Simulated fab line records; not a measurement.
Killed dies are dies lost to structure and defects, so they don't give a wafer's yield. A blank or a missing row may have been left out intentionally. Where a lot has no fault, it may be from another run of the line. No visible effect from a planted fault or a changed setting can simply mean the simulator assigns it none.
Split-lot trial -- flow n5-finfet -- 21 wafers read from 7 lots, route of 1938 steps

== THE SPLIT ==
At N5_BEOL_M0_ETCH_138 (etches SiCN in CH3F/O2, target depth 12 nm, time 31.6 s), the setting source-w was moved away from the recipe's 395 W on 9 of the 21 wafers read, by -15.0% to +12.5%. The other wafers ran this setting at the recipe's value.

The reading comes from the split's own step.

== THE READING ==
rf-vpp-V, in V, at N5_BEOL_M0_ETCH_138 (etches SiCN in CH3F/O2, target depth 12 nm, time 31.6 s). A value of 297.0 V with a standard deviation of 1.6 V is what fault-free wafers of this fab line usually give.

wafer,"tool, chamber at the split","source-w as run, W",against the recipe,"rf-vpp-V, V",against lot-mates on the recipe
L077.2,"rie-diel-02, 1",395,recipe,297.2,-
L077.4,"rie-diel-02, 3",395,recipe,299.0,-
L077.6,"rie-diel-02, 3",395,recipe,299.7,-
L081.1,"rie-diel-02, 3",444.3,+12.5%,287.5,-8.5
L081.2,"rie-diel-02, 2",395,recipe,294.3,-
L081.3,"rie-diel-02, 1",395,recipe,297.6,-
L087.1,"rie-diel-06, 3",395,recipe,294.7,-
L087.3,"rie-diel-06, 0",395,recipe,298.1,-
L087.6,"rie-diel-06, 0",395,recipe,297.5,-
L088.3,"rie-diel-02, 2",441.1,+11.7%,285.2,-13.8
L088.4,"rie-diel-02, 3",395,recipe,299.0,-
L088.5,"rie-diel-02, 0",441.1,+11.7%,284.8,-14.2
L089.2,"rie-diel-02, 0",429.4,+8.7%,286.4,-11.5
L089.3,"rie-diel-02, 3",429.4,+8.7%,290.4,-7.5
L089.4,"rie-diel-02, 2",395,recipe,297.9,-
L094.2,"rie-diel-06, 0",335.9,-15.0%,314.8,+18.3
L094.5,"rie-diel-06, 0",335.9,-15.0%,315.7,+19.2
L094.6,"rie-diel-06, 3",395,recipe,296.5,-
L097.1,"rie-diel-01, 3",395,recipe,296.3,-
L097.2,"rie-diel-01, 1",429.7,+8.8%,289.7,-6.6
L097.3,"rie-diel-01, 2",429.7,+8.8%,288.1,-8.2

THE FIT
A straight line over all 21 wafers: rf-vpp-V changes by -1.08 V for each +1% of source-w; r = -0.98; the points scatter about the line by 1.7 V.
The same after taking each lot's own level away (the mean of its wafers on the recipe; 21 wafers): -1.11 V for each +1%; r = -0.98; scatter 1.9 V.
According to that fit, moving source-w by its largest amount changes the reading by 17 V.
Across the lots, their own levels run from 295.95 to 299.00 V, a range of 1.9 times the standard deviation given above.
Consequently the slope shifts little with the lot-to-lot level, the two slopes agreeing.
Check: with one of the wafers moved furthest among these (-15.0%) left out of the fit, the line predicts +16.8 V for it against its lot-mates. It came out at +18.3 V against them.
Tool readings at the split's step, against how far the setting was moved: rf-vpp-V r = -0.98.

== THE OTHER SPLITS THESE WAFERS WENT THROUGH ==
Other splits were also applied to these wafers ahead of the reading. Each is held against what the fit with the lots' levels taken away leaves over:
other split on the same wafers,wafers away from the commonest value,r with rf-vpp-V (lot level and that fit taken away)
N5_GATE_CUT_HM_DEP_46 time-s,4,-0.34
N5_GATE_CUT_COAT_35 spin-rpm,7,+0.03
N5_MOL_CONTACT_COAG_VIA_ETCH_46 bias-w,4,+0.23
N5_BEOL_M0_SAQP_PECVD_96 time-s,3,-0.20
N5_BEOL_M0_SAQP_PEB_12 peb-time-s,7,-0.02

== FILE'S OWN FIT ==
rf-vpp-V changes by -1.04 V for each +1% of source-w, r = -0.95.
